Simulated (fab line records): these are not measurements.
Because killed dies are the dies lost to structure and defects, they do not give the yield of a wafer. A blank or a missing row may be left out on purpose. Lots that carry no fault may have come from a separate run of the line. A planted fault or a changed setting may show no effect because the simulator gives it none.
fab line records	flow nand_harc
[record] lots = 6	wafers = 18	last_day = 24
route steps=1159 shown A_SGD_CUT@754 A_SLIT@779 END@1159
lots with no fault: from the same line, run without faults
start_h: start of the lot's first displayed wafer, in hours after the record's first day	wait_h: hours elapsed since this lot's preceding step	" as in the row above	L1.1+2: a single row standing in for several wafers	- no value, or no start given	* or withheld: withheld	< > ~ a bound
route shown NAME@n: NAME is a module with steps in the file, n the number in the route of the first one	usual: mean/standard deviation taken from wafers without a fault	same: alike in all rows	chamber/n: place in a boat	sites: each site's reading	_std_site: standard deviation of those values	_edge_site: mean of outer sites minus mean of inner sites	radius_mm: how far each site lies from the wafer's centre	mask NAME#n: copy n	behind: the last tool/chamber to shape the wafer	hold: why the lot was held/for how many hours/how that ended	device: which transistor (n, p or np) failed to switch	end of line: tests run on the same wafers once the route is complete	a step given without rows: its recipe and nothing more	killed: dies that structure and defects cost at the first sort, which is not the same as the wafer's yield	map: per-die view of a wafer (x killed, . not killed, _ where there is no die)
set.NAME: the run value of the setting; set.NAME@STEP: its run value at that earlier step	model.NAME: the simulator's own value behind a step, which no gauge read
a table for each step, a row for each wafer; lots at some steps of the route
services: the hour from which a tool's chamber was out of use, counted from the record's first day as start_h (under 0 if before that day), plus the number of hours and why
[[steps]]
[step NHARC_A_SGD_CUT_EBR_05]
[step NHARC_A_SGD_CUT_EXPOSE_06]
[recipe] na = 1.35	dose_mj = 85.59	mask_id = SGD
[step NHARC_A_SGD_CUT_PEB_07]
[recipe] peb_temp_c = 100	peb_time_s = 65
[step NHARC_A_SGD_CUT_DEVELOP_08]
[recipe] develop_time_s = 35	dev_temp_c = 23
[step NHARC_A_SGD_CUT_CD_MEAS_09]
[recipe] target_cd_nm = 100	landing_energy_ev = 500
[usual] cd_nm = 100.0/0.73
lot.wafer	tool	chamber	start_h	wait_h	cd_nm
L914.2	cd_sem-01	0	319.64	-	100.4
L914.5	"	0	"	"	101.2
L914.6	"	0	"	"	99.6
L917.1	cd_sem-03	0	320.48	-	100.8
L917.5	"	0	"	"	99.1
L917.6	"	0	"	"	100.5
L922.2	cd_sem-01	0	361.87	-	100.9
L922.3	"	0	"	"	100.1
L922.5	"	0	"	"	99.9
L924.4	cd_sem-01	0	388.46	-	100.2
L924.5	"	0	"	"	99.1
L924.6	"	0	"	"	100.3
L932.2	cd_sem-03	0	416.22	-	99.7
L932.4	"	0	"	"	100.5
L932.5	"	0	"	"	99.6
L935.2	cd_sem-03	0	428.66	-	101.1
L935.3	"	0	"	"	99.4
L935.6	"	0	"	"	100.0
[step NHARC_A_SGD_CUT_OVL_MEAS_10]
[usual] overlay_x_nm = -0.3/0.86	overlay_y_nm = -0.1/0.76
lot.wafer	tool	chamber	start_h	wait_h	overlay_x_nm	overlay_y_nm
L914.2	overlay-01	-	319.74	-	0.1	0.7
L914.5	"	-	"	"	0.5	1.1
L914.6	"	-	"	"	0.4	0.7
L917.1	overlay-02	-	320.56	-	0.3	0.8
L917.5	"	-	"	"	0.3	-0.1
L917.6	"	-	"	"	0.9	0.3
L922.2	overlay-01	-	361.96	-	1.1	-0.3
L922.3	"	-	"	"	1.0	-0.3
L922.5	"	-	"	"	0.7	-0.5
L924.4	overlay-02	-	388.54	-	0.1	0.1
L924.5	"	-	"	"	0.9	0.1
L924.6	"	-	"	"	0.5	-0.2
L932.2	overlay-01	-	416.31	-	-0.3	-0.7
L932.4	"	-	"	"	-0.4	-1.1
L932.5	"	-	"	"	-0.1	-0.6
L935.2	overlay-02	-	428.74	-	1.2	0.5
L935.3	"	-	"	"	1.1	0.1
L935.6	"	-	"	"	0.8	0.1
[step NHARC_A_SGD_CUT_INSPECT_11]
[usual] raw_defect_count = 19/10
lot.wafer	tool	chamber	start_h	wait_h	raw_defect_count
L914.2	defect_inspect-02	-	319.77	0.0	22
L914.5	"	-	"	"	19
L914.6	"	-	"	"	18
L917.1	defect_inspect-02	-	320.61	0.0	8
L917.5	"	-	"	"	9
L917.6	"	-	"	"	13
L922.2	defect_inspect-01	-	362.00	0.0	30
L922.3	"	-	"	"	21
L922.5	"	-	"	"	17
L924.4	defect_inspect-02	-	388.58	0.0	7
L924.5	"	-	"	"	12
L924.6	"	-	"	"	16
L932.2	defect_inspect-01	-	416.35	0.0	42
L932.4	"	-	"	"	39
L932.5	"	-	"	"	44
L935.2	defect_inspect-01	-	428.78	0.0	37
L935.3	"	-	"	"	31
L935.6	"	-	"	"	39
[step NHARC_A_SGD_CUT_DESCUM_14]
[recipe] time_s = 3	o2_flow_sccm = 200	ar_flow_sccm = 0	bias_power_w = 0	chemistry = O2
[step NHARC_A_SGD_CUT_ETCH_58]
[recipe] target_depth_a = 390	over_etch_frac = 0.3	time_s = 65	ion_energy_ev = 80	cf4_flow_sccm = 150	ar_flow_sccm = 0	rf_w = 300	bias_w = 100	chemistry = CF4
[step NHARC_A_SGD_CUT_ETCH_59]
[recipe] target_depth_a = 2600	over_etch_frac = 0.25	time_s = 406.25	ion_energy_ev = 200	n2_flow_sccm = 150	h2_flow_sccm = 150	ar_flow_sccm = 0	rf_w = 400	bias_w = 150	chemistry = N2/H2
[usual] drypump_motor_current_A = 5.8/0.35	h2_flow_sccm = 150.1/0.4	oes_product_au = 1.002/0.012	rf_vpp_V = 430.0/2.3	showerhead_plenum_p_Torr = 2.02/0.075	throttle_valve_pct = 14.170/0.0082
lot.wafer	tool	chamber	start_h	wait_h	drypump_motor_current_A	h2_flow_sccm	oes_product_au	rf_hours_counter_h	rf_vpp_V	showerhead_plenum_p_Torr	throttle_valve_pct
L914.2	rie_diel-04	1	-	-	5.7	150.5	0.971	2	427.4	1.92	14.173
L914.6	"	1	"	"	5.7	151.1	0.991	-	428.3	1.92	14.168
L914.5	"	3	"	"	5.9	149.7	0.996	-	426.8	1.93	14.157
L917.1	rie_diel-08	3	-	-	5.6	150.1	0.994	1	428.8	2.00	14.159
L917.5	"	1	"	"	5.4	150.1	0.988	-	430.0	2.03	14.177
L917.6	"	2	"	"	6.0	149.8	0.998	-	426.2	1.92	14.176
L922.2	rie_diel-08	2	-	-	6.0	150.4	0.988	5	427.9	1.91	14.177
L922.3	"	0	"	"	6.0	149.8	0.995	5	428.8	2.04	14.161
L922.5	"	1	"	"	5.4	150.6	1.004	-	429.7	2.03	14.168
L924.4	rie_diel-08	1	-	-	5.4	150.2	1.001	8	429.6	2.03	14.176
L924.5	"	2	"	"	6.1	149.8	1.002	-	426.5	1.91	14.162
L924.6	"	3	"	"	5.6	150.3	1.004	-	430.3	1.99	14.170
L932.2	rie_diel-06	1	-	-	6.5	149.8	1.016	12	427.4	1.99	14.169
L932.4	"	0	"	"	6.3	150.2	1.000	13	433.9	2.16	14.164
L932.5	"	1	"	"	6.5	150.0	1.017	-	429.3	1.99	14.159
L935.3	rie_diel-06	3	-	-	5.5	150.1	1.000	0	432.3	2.08	14.178
L935.2	"	0	"	"	6.3	149.8	0.976	0	434.1	2.16	14.171
L935.6	"	3	"	"	5.5	150.3	1.000	-	431.2	2.08	14.173
[step NHARC_A_SGD_CUT_ETCH_15]
[recipe] target_depth_a = 750	time_s = 64.3	ch3f_flow_sccm = 50	o2_flow_sccm = 30	ar_flow_sccm = 200	rf_w = 500	bias_w = 100	chemistry = CH3F/O2
[step NHARC_A_SGD_CUT_ETCH_16]
[recipe] target_depth_a = 3105	time_s = 155.2	c4f8_flow_sccm = withheld	o2_flow_sccm = 8	ar_flow_sccm = withheld	rf_w = 600	bias_w = 800	chemistry = C4F8/O2/Ar
[step NHARC_A_SGD_CUT_STRIP_60]
[recipe] c4f8_flow_sccm = withheld	o2_flow_sccm = 8	ar_flow_sccm = withheld	bias_w = 0	chemistry = C4F8/O2/Ar
lot.wafer	tool	chamber	start_h	wait_h
L914.2+6+5	rie_diel-04	2,2,3	320.84	-
L917.1+5+6	rie_diel-08	2,3,0	321.39	-
L922.2+3+5	rie_diel-08	3,0,3	362.78	-
L924.4+6+5	rie_diel-08	2,1,2	389.35	-
L932.2+4+5	rie_diel-06	0,3,1	417.12	-
L935.3+2+6	rie_diel-06	3,0,3	429.55	-
[step NHARC_A_SGD_CUT_STRIP_17]
[recipe] o2_flow_sccm = 500	ar_flow_sccm = 0	bias_w = 0	chemistry = O2
[step NHARC_A_SGD_CUT_PRECLEAN_18]
[recipe] time_s = *	temp_c = 50	bath_age_min = 0	chemistry = SC1
[step NHARC_A_SGD_CUT_SRD_19]
[step NHARC_A_SGD_CUT_DEP_20]
[recipe] target_thk_a = 1500	temp_c = 65	material = SiO2
[step NHARC_A_SGD_CUT_ANNEAL_27]
[recipe] temp_c = 450	time_s = 1800
[step NHARC_A_SGD_CUT_CMP_21]
[recipe] target_thk_nm = 148.19
[step NHARC_A_SGD_CUT_THK_MEAS_22]
[recipe] thk_meas_gauge = ellipsometry
[usual] thk_nm = 148.2/1.4
lot.wafer	tool	chamber	start_h	wait_h	thk_nm
L914.2	film_metro-01	-	328.77	0.2	151.1
L914.5	"	-	"	"	149.1
L914.6	"	-	"	"	150.0
L917.1	film_metro-01	-	328.91	0.2	149.0
L917.5	"	-	"	"	149.0
L917.6	"	-	"	"	145.6
L922.2	film_metro-02	-	367.76	0.2	146.2
L922.3	"	-	"	"	147.8
L922.5	"	-	"	"	147.7
L924.4	film_metro-02	-	394.58	0.2	149.5
L924.5	"	-	"	"	149.1
L924.6	"	-	"	"	149.1
L932.2	film_metro-02	-	425.03	0.2	147.7
L932.4	"	-	"	"	149.5
L932.5	"	-	"	"	149.9
L935.2	film_metro-01	-	434.77	0.2	149.2
L935.3	"	-	"	"	147.9
L935.6	"	-	"	"	149.0
[step NHARC_A_SGD_CUT_SRD_23]
[step NHARC_A_SGD_CUT_ETCH_26]
[recipe] target_depth_a = 458	chemistry = dHF	material = SiO2
[step NHARC_A_SGD_CUT_ETCHBACK_24]
[recipe] target_depth_a = 500	over_etch_frac = 0.3	time_s = 92.857	ion_energy_ev = 120	ch3f_flow_sccm = 50	o2_flow_sccm = 30	ar_flow_sccm = 200	rf_w = 500	bias_w = 100	chemistry = CH3F/O2
[usual] drypump_motor_current_A = 5.8/0.3	oes_product_au = 0.97/0.035	rf_vpp_V = 244.0/1.5	showerhead_plenum_p_Torr = 2.43/0.092	throttle_valve_pct = 20.662/0.0073
lot.wafer	tool	chamber	start_h	wait_h	drypump_motor_current_A	oes_product_au	rf_hours_counter_h	rf_vpp_V	showerhead_plenum_p_Torr	throttle_valve_pct
L914.2	rie_diel-04	2	329.04	0.1	5.5	0.91	4	245.7	2.55	20.651
L914.6	"	1	"	"	5.7	0.90	-	242.4	2.32	20.664
L914.5	"	2	"	"	5.5	0.90	-	245.1	2.55	20.664
L917.1	rie_diel-08	1	329.16	0.2	5.3	0.93	2	243.6	2.45	20.658
L917.6	"	0	"	"	6.0	0.93	-	243.8	2.47	20.658
L917.5	"	1	"	"	5.3	0.93	-	244.0	2.45	20.670
L922.2	rie_diel-08	1	368.00	0.2	5.3	0.94	5	244.8	2.45	20.657
L922.3	"	3	"	"	5.6	0.93	6	243.7	2.41	20.667
L922.5	"	0	"	"	6.0	0.92	-	244.3	2.46	20.677
L924.4	rie_diel-06	2	394.82	0.2	5.7	1.00	10	243.2	2.37	20.668
L924.5	"	0	"	"	6.2	0.99	-	246.8	2.60	20.661
L924.6	"	1	"	"	6.5	1.01	-	243.9	2.41	20.653
L932.4	rie_diel-04	2	425.27	0.1	5.6	0.96	13	246.0	2.54	20.660
L932.2	"	3	"	"	5.9	1.00	14	243.1	2.33	20.668
L932.5	"	1	"	"	5.7	0.97	-	242.7	2.32	20.658
L935.3	rie_diel-04	3	435.02	0.2	5.9	0.99	14	244.4	2.33	20.659
L935.2	"	0	"	"	5.7	1.01	10	246.5	2.54	20.670
L935.6	"	1	"	"	5.7	0.96	-	242.0	2.32	20.664
[step NHARC_A_SGD_CUT_STRIP_28]
[recipe] time_s = 20	o2_flow_sccm = 500	ar_flow_sccm = 0	bias_w = 0	chemistry = O2
[step NHARC_A_SLIT_DEP_25]
[recipe] target_thk_a = 2000	temp_c = 400	pressure_torr = 6.5	rf_w = 900	teos_flow_sccm = 161.4	flow_sccm = 2650	target_thk_nm = 200	gas = O2	material = SiO2
[step NHARC_A_SLIT_DEP_00]
[recipe] target_thk_a = 32000	temp_c = 400	material = aC
[step NHARC_A_SLIT_DEP_23]
[recipe] target_thk_a = 1000	target_thk_nm = 100	temp_c = 400	pressure_torr = 3.5	flow_sccm = 200	rf_w = 350	material = SiON
[usual] heater_power_w = 765/83
lot.wafer	tool	chamber	start_h	wait_h	heater_power_w
L914.2	pecvd-02	1	332.00	1.5	734
L914.6	"	1	"	"	735
L914.5	"	2	"	"	773
L917.1	pecvd-03	1	333.67	1.7	739
L917.5	"	2	"	"	772
L917.6	"	1	"	"	724
L922.2	pecvd-03	2	370.58	1.3	720
L922.3	"	1	"	"	659
L922.5	"	2	"	"	739
L924.6	pecvd-04	2	397.84	0.1	678
L924.5	"	0	"	"	821
L924.4	"	1	"	"	858
L932.2	pecvd-03	1	427.95	1.4	755
L932.4	"	0	"	"	873
L932.5	"	1	"	"	758
L935.2	pecvd-02	2	437.63	1.3	599
L935.3	"	0	"	"	827
L935.6	"	2	"	"	635
[step NHARC_A_SLIT_DEHYDRATE_01]
[recipe] temp_c = 150	time_s = 120
[step NHARC_A_SLIT_HMDS_02]
[recipe] time_s = 30
[step NHARC_A_SLIT_COAT_03]
[recipe] spin_rpm = 1500	resist_thk_nm = 90
[step NHARC_A_SLIT_SOFTBAKE_04]
[recipe] temp_c = 105	time_s = 55
[step NHARC_A_SLIT_EBR_05]
[step NHARC_A_SLIT_EXPOSE_06]
[recipe] na = 1.35	dose_mj = 60.82	mask_id = SLIT
[step NHARC_A_SLIT_PEB_07]
[recipe] peb_temp_c = 100	peb_time_s = 65
[step NHARC_A_SLIT_DEVELOP_08]
[recipe] develop_time_s = 35	dev_temp_c = 23
[step NHARC_A_SLIT_CD_MEAS_09]
[recipe] target_cd_nm = 300	landing_energy_ev = 500
[usual] cd_nm = 299.9/0.56
lot.wafer	tool	chamber	start_h	wait_h	cd_nm
L914.2	cd_sem-03	0	332.66	-	300.2
L914.5	"	0	"	"	300.0
L914.6	"	0	"	"	299.7
L917.1	cd_sem-02	0	334.17	-	300.8
L917.5	"	0	"	"	299.3
L917.6	"	0	"	"	299.7
L922.2	cd_sem-03	0	371.14	-	299.5
L922.3	"	0	"	"	300.6
L922.5	"	0	"	"	299.8
L924.4	cd_sem-02	0	398.56	-	299.1
L924.5	"	0	"	"	300.7
L924.6	"	0	"	"	299.5
L932.2	cd_sem-02	0	428.60	-	300.8
L932.4	"	0	"	"	299.8
L932.5	"	0	"	"	299.8
L935.2	cd_sem-02	0	438.16	-	299.9
L935.3	"	0	"	"	300.8
L935.6	"	0	"	"	300.8
[step NHARC_A_SLIT_OVL_MEAS_10]
[usual] overlay_x_nm = 0.1/0.88	overlay_y_nm = 0.1/0.82
lot.wafer	tool	chamber	start_h	wait_h	overlay_x_nm	overlay_y_nm
L914.2	overlay-02	-	332.74	-	0.5	-1.1
L914.5	"	-	"	"	0.8	-0.4
L914.6	"	-	"	"	-0.4	0.1
L917.1	overlay-01	-	334.26	-	-0.1	-1.3
L917.5	"	-	"	"	1.2	-0.4
L917.6	"	-	"	"	0.1	-0.5
L922.2	overlay-01	-	371.23	-	-0.3	-1.3
L922.3	"	-	"	"	0.0	-0.9
L922.5	"	-	"	"	0.5	-1.2
L924.4	overlay-02	-	398.64	-	-1.8	1.3
L924.5	"	-	"	"	-1.4	1.9
L924.6	"	-	"	"	-1.7	1.2
L932.2	overlay-01	-	428.69	-	1.0	0.3
L932.4	"	-	"	"	1.1	0.8
L932.5	"	-	"	"	0.8	0.6
L935.2	overlay-01	-	438.25	-	1.7	0.9
L935.3	"	-	"	"	1.4	0.9
L935.6	"	-	"	"	1.3	-0.1
[step NHARC_A_SLIT_DESCUM_14]
[recipe] time_s = 3	o2_flow_sccm = 200	ar_flow_sccm = 0	bias_power_w = 0	chemistry = O2
[step NHARC_A_SLIT_ETCH_24]
[recipe] target_depth_a = 1210	time_s = 60.5	cf4_flow_sccm = 100	chf3_flow_sccm = 30	ar_flow_sccm = 0	rf_w = 500	bias_w = 200	chemistry = CF4/CHF3
[usual] drypump_motor_current_A = 5.6/0.47	oes_product_au = 0.958/0.021	rf_vpp_V = 370.8/2.4	showerhead_plenum_p_Torr = 1.58/0.066	throttle_valve_pct = 16.802/0.0081
lot.wafer	tool	chamber	start_h	wait_h	drypump_motor_current_A	oes_product_au	rf_hours_counter_h	rf_vpp_V	showerhead_plenum_p_Torr	throttle_valve_pct
L914.2	rie_diel-10	2	332.93	0.1	5.9	0.934	11	374.2	1.63	16.807
L914.5	"	1	"	"	5.4	0.953	-	372.8	1.61	16.785
L914.6	"	2	"	"	5.9	0.924	-	371.8	1.63	16.792
L917.1	rie_diel-10	0	334.44	0.1	5.9	0.913	11	369.7	1.56	16.803
L917.6	"	0	"	"	5.9	0.916	-	370.0	1.56	16.814
L917.5	"	1	"	"	5.3	0.933	-	372.5	1.61	16.804
L922.3	rie_diel-01	3	371.41	0.1	6.3	0.940	4	373.7	1.66	16.801
L922.2	"	1	"	"	4.8	0.996	4	373.5	1.65	16.796
L922.5	"	3	"	"	6.3	0.946	-	374.6	1.66	16.807
L924.4	rie_diel-10	1	398.83	0.1	5.3	0.958	2	371.7	1.61	16.816
L924.6	"	0	"	"	5.9	0.947	-	369.3	1.56	16.813
L924.5	"	1	"	"	5.4	0.959	-	372.5	1.61	16.800
L932.4	rie_diel-10	1	428.88	0.1	5.4	0.962	5	372.0	1.61	16.790
L932.2	"	2	"	"	5.9	0.955	4	373.4	1.63	16.796
L932.5	"	0	"	"	5.9	0.963	-	369.3	1.56	16.798
L935.2	rie_diel-01	1	438.45	0.1	4.8	0.953	10	372.7	1.65	16.805
L935.3	"	2	"	"	5.6	0.970	10	367.4	1.47	16.808
L935.6	"	3	"	"	6.3	0.924	-	373.7	1.66	16.783
[step NHARC_A_SLIT_ETCH_15]
[recipe] target_depth_a = 32000	over_etch_frac = 0.3	time_s = 832	ion_energy_ev = 150	o2_flow_sccm = 400	cos_flow_sccm = 20	ar_flow_sccm = 0	rf_w = 500	bias_w = 300	chemistry = O2/COS
[usual] drypump_motor_current_A = 5.6/0.49	oes_product_au = 1.000/0.015	rf_vpp_V = 314.2/2	showerhead_plenum_p_Torr = 3.13/0.13	throttle_valve_pct = 28.331/0.0082
lot.wafer	tool	chamber	start_h	wait_h	drypump_motor_current_A	oes_product_au	rf_hours_counter_h	rf_vpp_V	showerhead_plenum_p_Torr	throttle_valve_pct
L914.2	rie_diel-10	0	-	-	5.9	0.983	11	312.8	3.09	28.321
L914.5	"	2	"	"	5.9	1.000	-	316.6	3.24	28.322
L914.6	"	3	"	"	5.9	0.991	-	311.4	2.94	28.316
L917.1	rie_diel-10	0	-	-	5.9	0.989	11	312.1	3.09	28.339
L917.6	"	1	"	"	5.3	1.003	-	314.9	3.19	28.333
L917.5	"	2	"	"	5.9	1.005	-	316.9	3.24	28.337
L922.3	rie_diel-01	2	-	-	5.5	1.006	3	311.5	2.92	28.330
L922.2	"	0	"	"	6.2	1.008	4	312.2	3.00	28.323
L922.5	"	2	"	"	5.6	1.007	-	309.9	2.92	28.325
L924.4	rie_diel-10	0	-	-	5.9	0.977	2	313.2	3.09	28.323
L924.5	"	3	"	"	5.9	0.999	-	311.4	2.93	28.333
L924.6	"	0	"	"	5.9	0.975	-	314.3	3.09	28.347
L932.2	rie_diel-10	3	-	-	5.9	1.014	5	312.3	2.93	28.337
L932.4	"	1	"	"	5.4	0.999	5	315.1	3.19	28.326
L932.5	"	3	"	"	5.9	1.011	-	311.9	2.93	28.340
L935.2	rie_diel-01	2	-	-	5.6	1.014	10	311.4	2.92	28.344
L935.3	"	1	"	"	4.8	1.004	10	316.5	3.26	28.325
L935.6	"	2	"	"	5.6	1.021	-	310.4	2.92	28.334
[step NHARC_END_SORT_01]
[recipe] temp_c = 25
[usual] killed_at_array = 29/11	killed_at_other = 0.6/1	killed_at_periphery = 3.1/2.1	killed_dies = 33/11	killed_open = 3.1/1.9	killed_short = 1.9/1.5
[same] gross_dies = 677
lot.wafer	tool	chamber	start_h	wait_h	killed_at_array	killed_at_other	killed_at_periphery	killed_dies	killed_open	killed_short
L922.2	prober-01	0	502.77	2.8	102	0	9	111	3	3
L922.3	prober-01	0	503.56	3.1	112	1	1	114	5	1
L922.5	prober-01	0	505.15	3.7	110	0	4	114	1	1
L924.4	prober-01	0	517.96	3.4	72	0	2	74	1	0
L924.5	prober-01	0	518.77	3.7	77	0	3	80	2	3
L924.6	prober-01	0	519.58	4.1	113	2	1	116	4	2
L932.2	prober-01	0	554.71	2.8	54	2	3	59	3	1
L932.4	prober-01	0	556.29	3.4	39	1	2	42	1	1
L932.5	prober-01	0	557.08	3.7	47	4	1	52	1	1
L935.2	prober-01	0	573.73	2.8	42	0	3	45	3	1
L935.3	prober-01	0	574.53	3.1	41	1	5	47	7	6
L935.6	prober-01	0	576.94	4.0	41	0	6	47	7	1
// killed by level:class
L922.2 A_SGD_CUT:unspecified=86 P_STI:chamber_film_flake=6 A_CHANNEL_HOLE_D1:chamber_film_flake=6 A_SLIT:chamber_film_flake=5 P_M2:geometric_particle:open=1 P_M2:geometric_particle:short=1 A_CHANNEL_FILL_D1:geometric_particle:open=1 A_WL_FILL:geometric_particle:short=1
L922.3 A_SGD_CUT:unspecified=81 A_CHANNEL_HOLE_D1:chamber_film_flake=12 A_SLIT:chamber_film_flake=11 A_STAIRCASE:chamber_film_flake=3 A_CONTACT:geometric_particle:open=2 A_ONON_D1:geometric_particle:open=1 A_CHANNEL_FILL_D1:geometric_particle:open=1 A_M0:geometric_particle:open=1
L922.5 A_SGD_CUT:unspecified=89 A_CHANNEL_HOLE_D1:chamber_film_flake=11 A_SLIT:chamber_film_flake=6 P_STI:chamber_film_flake=3 A_ONON_D1:geometric_particle:short=1 A_CONTACT:geometric_particle:open=1 P_ZERO_WELL:chamber_film_flake=1 A_STAIRCASE:chamber_film_flake=1
L924.4 A_SGD_CUT:unspecified=64 A_CONTACT:chamber_film_flake=3 A_CHANNEL_HOLE_D1:chamber_film_flake=3 A_BLC:geometric_particle:open=1 P_ZERO_WELL:chamber_film_flake=1 P_M2:chamber_film_flake=1 A_SLIT:chamber_film_flake=1
L924.5 A_SGD_CUT:unspecified=61 A_STAIRCASE:chamber_film_flake=5 A_CHANNEL_HOLE_D1:chamber_film_flake=3 P_ZERO_WELL:chamber_film_flake=2 A_ZERO_WELL:chamber_film_flake=2 P_CONTACT:geometric_particle:short=1 A_ONON_D1:geometric_particle:open=1 A_CHANNEL_FILL_D1:geometric_particle:short=1
L924.6 A_SGD_CUT:unspecified=90 A_STAIRCASE:chamber_film_flake=6 A_CHANNEL_HOLE_D1:chamber_film_flake=4 A_WL_FILL:chamber_film_flake=3 A_CONTACT:chamber_film_flake=3 A_ONON_D1:geometric_particle:open=1 A_CHANNEL_FILL_D1:geometric_particle:open=1 A_CHANNEL_FILL_D1:geometric_particle:short=1
L932.2 A_CHANNEL_HOLE_D1:chamber_film_flake=23 A_SLIT:chamber_film_flake=16 A_STAIRCASE:chamber_film_flake=7 A_CONTACT:chamber_film_flake=5 P_ZERO_WELL:chamber_film_flake=2 THIN_TSV:chamber_film_flake=2 P_M0:geometric_particle:open=1 A_ONON_D1:geometric_particle:short=1
L932.4 A_CHANNEL_HOLE_D1:chamber_film_flake=16 A_SLIT:chamber_film_flake=13 A_CONTACT:chamber_film_flake=7 A_CONTACT:geometric_particle:open=1 A_CONTACT:geometric_particle:short=1 P_STI:chamber_film_flake=1 P_GATE:chamber_film_flake=1 A_STAIRCASE:chamber_film_flake=1
L932.5 A_CHANNEL_HOLE_D1:chamber_film_flake=24 A_SLIT:chamber_film_flake=13 A_CONTACT:chamber_film_flake=6 THIN_TSV:chamber_film_flake=4 A_STAIRCASE:chamber_film_flake=2 A_CHANNEL_FILL_D1:geometric_particle:short=1 A_BLC:geometric_particle:open=1 P_ZERO_WELL:chamber_film_flake=1
L935.2 A_CHANNEL_HOLE_D1:chamber_film_flake=25 A_CONTACT:chamber_film_flake=6 A_SGD_CUT:chamber_film_flake=5 A_STAIRCASE:chamber_film_flake=2 P_M0:geometric_particle:short=1 P_BONDPAD:geometric_particle:open=1 A_CONTACT:geometric_particle:open=1 A_M1:geometric_particle:open=1
L935.3 A_CHANNEL_HOLE_D1:chamber_film_flake=19 A_CONTACT:chamber_film_flake=6 A_M0:geometric_particle:open=3 A_SGD_CUT:chamber_film_flake=3 P_GATE:geometric_particle:short=2 A_CHANNEL_FILL_D1:geometric_particle:short=2 A_CONTACT:geometric_particle:open=2 P_M1:chamber_film_flake=2
L935.6 A_CHANNEL_HOLE_D1:chamber_film_flake=23 A_CONTACT:chamber_film_flake=7 A_SGD_CUT:chamber_film_flake=6 P_CONTACT:geometric_particle:open=2 P_M1:chamber_film_flake=2 P_STI:geometric_particle:open=1 P_GATE:geometric_particle:open=1 A_ONON_D1:geometric_particle:open=1
// map L922.3 (x killed, . not)
____________.____________
_________......._________
_______........x.._______
______x............______
_____x.xx..........._____
____...x.x...........____
____x..x.............____
___....x......x.......___
___....xx.............___
__.....................__
__.....................__
_.....x................._
_.................x.xxxx_
_............x...x.xxxx._
_................xxxxxxx_
_...............x.xxxxxx_
.................xxxxxxxx
........x........xxxxxxxx
........x........xxxxxxxx
..................xxxxxxx
....x.......xx..xxxxxxxxx
_.........x..xx..xxxxxxx_
_.x......x.xx......xxxxx_
_..........x.........xxx_
_.........x.......x....._
_........x.x.........x.._
__.....................__
__.....................__
___...................___
___...................___
____.................____
____.................____
_____..............._____
______....x......x.______
_______..........._______
_________......._________
____________.____________
// map L924.6 (x killed, . not)
____________.____________
_________......._________
_______..........._______
______.x...........______
_____..............._____
____.................____
____.................____
___.....x......x...x..___
___.................x.___
__.....................__
__............x...x....__
_........x.............._
_....x.x.........xx....._
_...x..x............x..._
_.....xxxx.............._
_...xxxxxx.x............_
....xxxxxxx..............
....xxxxxxxx.xx..........
....xxxxxxx.........x....
...xxxxxxxxx...x.........
....xxxxxxxx.x...........
_..xxxxxxxxxx...x......._
_....xxxxxxx............_
_..xxxxxxxxx............_
_.....xxxxxx............_
_....xxxxx.............._
__.......x.............__
__.......x...x.........__
___...................___
___..x.......x....x...___
____.....x..x........____
____.................____
_____..............._____
______.............______
_______..........._______
_________......._________
____________.____________
[[services]]
tool	chamber	start_h	hours	kind
pecvd-03	1	297.61	6.9	repair
rie_diel-08	-	301.80	9.0	pm
rie_diel-08	0	301.80	9.0	vent_cycle
rie_diel-06	1	302.64	6.3	repair
rie_diel-01	-	314.80	9.0	pm
rie_diel-08	1	315.84	3.2	repair
rie_diel-04	0	318.01	31.7	repair
rie_diel-06	2	319.32	1.3	repair
pecvd-02	-	334.00	13.0	pm
rie_diel-04	2	340.91	9.2	repair
rie_diel-10	-	353.50	9.0	pm
rie_diel-04	1	367.86	16.2	repair
pecvd-02	-	369.11	0.8	repair
rie_diel-01	-	373.15	0.5	repair
pecvd-04	-	377.30	13.0	pm
rie_diel-10	2	383.31	1.8	repair
rie_diel-01	0	391.60	51.6	repair
pecvd-03	0	403.70	2.4	repair
rie_diel-10	2	414.26	6.5	repair
rie_diel-08	2	417.84	3.3	repair
rie_diel-06	-	418.22	9.0	pm
rie_diel-08	3	420.08	9.9	repair
rie_diel-04	2	426.20	2.4	repair
rie_diel-10	2	438.72	26.1	repair
[[key]]
[first_sign] step = NHARC_END_SORT_01	reading = killed_at_array	direction = up	sigmas = 6.4	usual = 29	struck = 98
[effect] step = NHARC_END_SORT_01	reading = killed_dies	direction = up	sigmas = 6.4	usual = 33	struck = 102
[more_kills_born_at] NHARC_A_SGD_CUT_STRIP_60@rie_diel-08 = 471
met_at NHARC_A_SGD_CUT_STRIP_60
struck_wafers L922.2,L922.3,L922.5,L924.4,L924.5,L924.6
tester_left_out L922,L924
onset_between 321.39 362.78
also_fits NHARC_A_SGD_CUT_ETCH_59:rie_diel-08
[fault] kind = chamber_particle_source	tool = rie_diel-08	chamber = -	onset_h = 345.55	steps = NHARC_A_SGD_CUT_STRIP_60	rate_per_visit_cm2 = 1.0233	end_h = 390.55
// tester_left_out: of these lots the tester's yield and bins aren't shown, on N5 and GAA mostly nor the transistor test; their killed dies are dies lost to structure and defects alone, not to doping, threshold or leakage, so they don't give the yield
